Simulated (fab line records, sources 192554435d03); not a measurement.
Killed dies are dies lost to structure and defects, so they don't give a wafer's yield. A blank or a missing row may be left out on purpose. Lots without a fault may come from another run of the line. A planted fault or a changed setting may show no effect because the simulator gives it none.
A struck lot beside a sound one | flow n5_finfet | 18 steps out of a route of 1938
Sound: wafers L513.3, L513.4, L513.6. Struck: wafer L503.6. (L503.1, L503.2 of the same lot were not struck and are left out.) The cause comes at the end.
At each step with rows: each side's tool, then ch and its chambers, then its first start. Under that, the readings that differ: sound wafers | struck wafers | difference of the means | sigmas: that difference in standard deviations of wafers without a fault.
alike: readings whose means differ by less than 2 such deviations, and words and numbers that are the same on both sides. not compared: withheld readings, readings that some wafer has no value for, bounds like >300 that may hide the same value, and numbers for which the record gives no deviation and whose values overlap.
The two part at a step that has a row with sigmas, a row that says differs or no value, or rows on one side only. Numbers that don't overlap but have no deviation are shown without sigmas and don't part them. A reading that every wafer of one side lacks parts them only if that side has two wafers or more.

first, 3 steps without rows for these wafers: N5_DUMMY_REMOVAL_PRECLEAN_04 (cleans in DHF, time 37 s); N5_DUMMY_REMOVAL_SRD_05 (time 30 s); N5_HKMG_FIN_IL_REGROW_00 (material SiO2, chemistry O3, target thk 0.75 nm, time 30 s).
N5_HKMG_FIN_HK_ALD_01: deposits HfO2, target thk 1.6 nm, pulse time 3 s, purge time 3 s.
  sound on ald_hk-03 ch 1,2,3, day 8 03:53; struck on ald_hk-03 ch 2, day 5 13:21
  alike: precursor_pulse_height_rel
N5_HKMG_FIN_HK_ANNEAL_02: time 30 s.
  sound on rtp_anneal-01 ch 0, day 8 04:08; struck on rtp_anneal-01 ch 0, day 5 13:32
  alike: lamp_power_pct, lamp_zone_6_pct, wafer_temp_C_max
N5_HKMG_FIN_ALD_74: deposits La2O3, target thk 0.5 nm, pulse time 6 s, co reactant pulse time 1 s.
  sound on ald_hk-02 ch 0,1,3, day 8 04:17; struck on ald_hk-02 ch 2, day 5 13:45
  alike: heater_power_w, precursor_pulse_height_rel
N5_HKMG_FIN_ALD_75: deposits Al2O3, target thk 1 nm, co reactant pulse time 1 s.
  sound on ald_hk-02 ch 0,1,3, day 8 04:22; struck on ald_hk-02 ch 2, day 5 13:50
  reading                    | sound             | struck | difference | sigmas
  precursor_pulse_height_rel | 1.024 1.025 1.047 | 0.984  | -0.048     | -3
  alike: heater_power_w
then, 5 steps without rows for these wafers: N5_HKMG_FIN_COAT_41 (time 60 s, resist thk 300 nm); N5_HKMG_FIN_COAT_42 (time 60 s, resist thk 35 nm); N5_HKMG_FIN_COAT_43 (resist thk 90 nm); N5_HKMG_FIN_EBR_45; N5_HKMG_FIN_SOFTBAKE_44 (time 60 s).
N5_HKMG_FIN_EXPOSE_46: exposes mask NDIPOLE.
  sound on arfi_scanner-01 ch 0, day 8 04:43; struck on arfi_scanner-03 ch 0, day 5 14:04
  alike: mask
then, 2 steps without rows for these wafers: N5_HKMG_FIN_PEB_47 (peb time 60 s); N5_HKMG_FIN_DEVELOP_48 (develop time 30 s).
N5_HKMG_FIN_CD_MEAS_49: target cd 202 nm.
  sound on cd_sem-01 ch 0, day 8 04:50; struck on cd_sem-03 ch 0, day 5 14:11
  reading    | sound             | struck | difference | sigmas
  cd_nm (nm) | 201.8 202.4 202.0 | 281.4  | +79.3      | +99 or more
N5_HKMG_FIN_OVL_MEAS_50:
  sound on overlay-02 ch 0, day 8 04:52; struck on overlay-02 ch 0, day 5 14:13
  alike: NDIPOLE_OVL
-- the record jumps here: 8 days lie between the struck wafers' starts before and after (it left off in module HKMG_FIN and takes up again in module PASSIVATION, whose first step shown is number 1936 of the route) --
N5_PASSIVATION_PROBE_49:
  sound on prober-02, day 17 05:06; struck on prober-01, day 13 23:08
  reading             | sound      | struck | difference | sigmas
  killed_at_front_end | 20 53 32   | 1124   | +1089      | +99 or more
  killed_dies         | 79 117 126 | 1180   | +1073      | +63
  killed_on_rim       | 10 11 21   | 152    | +138       | +31
  alike: killed_at_M0_to_M3, killed_at_M4_up, killed_at_contacts, killed_at_other, killed_open, killed_short

WHERE THEY PART
First at N5_HKMG_FIN_ALD_75; last, within this record, at N5_PASSIVATION_PROBE_49.

WHY: what the simulator had put in
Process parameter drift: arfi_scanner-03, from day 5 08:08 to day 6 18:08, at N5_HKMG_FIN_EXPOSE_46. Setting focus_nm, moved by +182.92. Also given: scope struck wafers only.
